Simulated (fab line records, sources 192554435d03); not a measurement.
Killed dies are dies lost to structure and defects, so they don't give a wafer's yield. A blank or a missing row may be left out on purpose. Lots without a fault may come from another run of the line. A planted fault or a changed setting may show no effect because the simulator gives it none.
Split-lot experiment | flow n5_finfet | 7 lots, 21 wafers read, on a route of 1938 steps

THE SPLIT
At N5_BEOL_M13_ILD_DEP_00 (deposits SiOC from DEMS/O2, target thk 837.92 nm, time 166.4 s), the setting time_s was moved away from the recipe's 166.4 s on 6 of the 21 wafers read, by -14.4% to +8.3%. The other wafers ran this setting at the recipe's value.

The file shows no step between the split and the reading.

THE READING
M13_ILD_THK, in nm, at N5_BEOL_M13_THK_MEAS_01. Fault-free wafers of this fab line usually give 841 nm, standard deviation 11 nm.

wafer  | tool, chamber at the split | time_s as run, s | against the recipe | M13_ILD_THK, nm | against lot-mates on the recipe
L077.2 | pecvd-02, 1                | 166.4            | recipe             | 854             | -
L077.4 | pecvd-02, 1                | 166.4            | recipe             | 874             | -
L077.6 | pecvd-02, 2                | 166.4            | recipe             | 853             | -
L079.4 | pecvd-01, 2                | 166.4            | recipe             | 841             | -
L079.5 | pecvd-01, 1                | 166.4            | recipe             | 853             | -
L079.6 | pecvd-01, 0                | 142.4            | -14.4%             | 713             | -134
L074.3 | pecvd-01, 1                | 166.4            | recipe             | 834             | -
L074.4 | pecvd-01, 2                | 166.4            | recipe             | 839             | -
L074.6 | pecvd-01, 0                | 166.4            | recipe             | 847             | -
L082.1 | pecvd-02, 0                | 180.2            | +8.3%              | 898             | +50
L082.5 | pecvd-02, 0                | 180.2            | +8.3%              | 911             | +63
L082.6 | pecvd-02, 2                | 166.4            | recipe             | 848             | -
L085.3 | pecvd-01, 1                | 166.4            | recipe             | 839             | -
L085.4 | pecvd-01, 0                | 166.4            | recipe             | 853             | -
L085.6 | pecvd-01, 1                | 176.3            | +5.9%              | 901             | +55
L087.4 | pecvd-04, 2                | 150              | -9.9%              | 759             | -100
L087.5 | pecvd-04, 1                | 166.4            | recipe             | 857             | -
L087.6 | pecvd-04, 0                | 166.4            | recipe             | 861             | -
L092.1 | pecvd-02, 0                | 179              | +7.6%              | 884             | +42
L092.4 | pecvd-02, 0                | 166.4            | recipe             | 843             | -
L092.5 | pecvd-02, 2                | 166.4            | recipe             | 842             | -

THE FIT
A straight line over all 21 wafers: M13_ILD_THK changes by +8.15 nm for each +1% of time_s; r = +0.96; the points scatter about the line by 12 nm.
The same after taking each lot's own level away (the mean of its wafers on the recipe; 21 wafers): +8.44 nm for each +1%; r = +0.98; scatter 9.4 nm.
On that fit, the largest move of time_s shifts the reading by 1.2e+02 nm.
The lots' own levels span 840.0 to 860.3 nm, that is 1.8 times the standard deviation above.
So the lot-to-lot level changes the slope little: the two slopes agree.
Check: with one of the wafers moved furthest among these (-14.4%) left out of the fit, the line predicts -118 nm for it against its lot-mates. It came out at -134 nm against them.

OTHER SPLITS ON THESE WAFERS
These wafers also went through other splits before the reading. Each is held against what the fit with the lots' levels taken away leaves over:
other split on the same wafers      | wafers away from the commonest value | r with M13_ILD_THK (lot level and that fit taken away)
N5_BEOL_M8_ETCH_65 source_w         | 8                                    | -0.12
N5_BEOL_M8_ETCH_66 source_w         | 7                                    | +0.33
N5_BEOL_M9_EXPOSE_25 dose_mj        | 9                                    | +0.24
N5_BEOL_M10_VIA_ETCH_34 time_s      | 8                                    | -0.17
N5_BEOL_M10_TRENCH_ETCH_37 source_w | 6                                    | -0.31
N5_BEOL_M11_ETCH_62 time_s          | 8                                    | -0.39
N5_BEOL_M11_EXPOSE_25 dose_mj       | 6                                    | -0.10
N5_BEOL_M12_COAT_58 spin_rpm        | 6                                    | +0.17
N5_BEOL_M12_ETCH_59 h2_flow_sccm    | 5                                    | -0.37

THE WHOLE CHAIN: every reading that the file lists as answering this split, in the file's order
step                    | what it does                                                   | reading                                                                             | change (the file's fit)              | r (the file's)
N5_BEOL_M13_ILD_DEP_00  | deposits SiOC from DEMS/O2, target thk 837.92 nm, time 166.4 s | SiOC_of_BEOL_M13_ILD_DEP_00.thk_nm (the simulator's own value, which no gauge read) | +8.66 nm for each +1% of the setting | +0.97
N5_BEOL_M13_THK_MEAS_01 |                                                                | M13_ILD_THK                                                                         | +8.64 for each +1% of the setting    | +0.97

THE FILE'S OWN FIT
M13_ILD_THK changes by +8.64 nm for each +1% of time_s, r = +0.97.
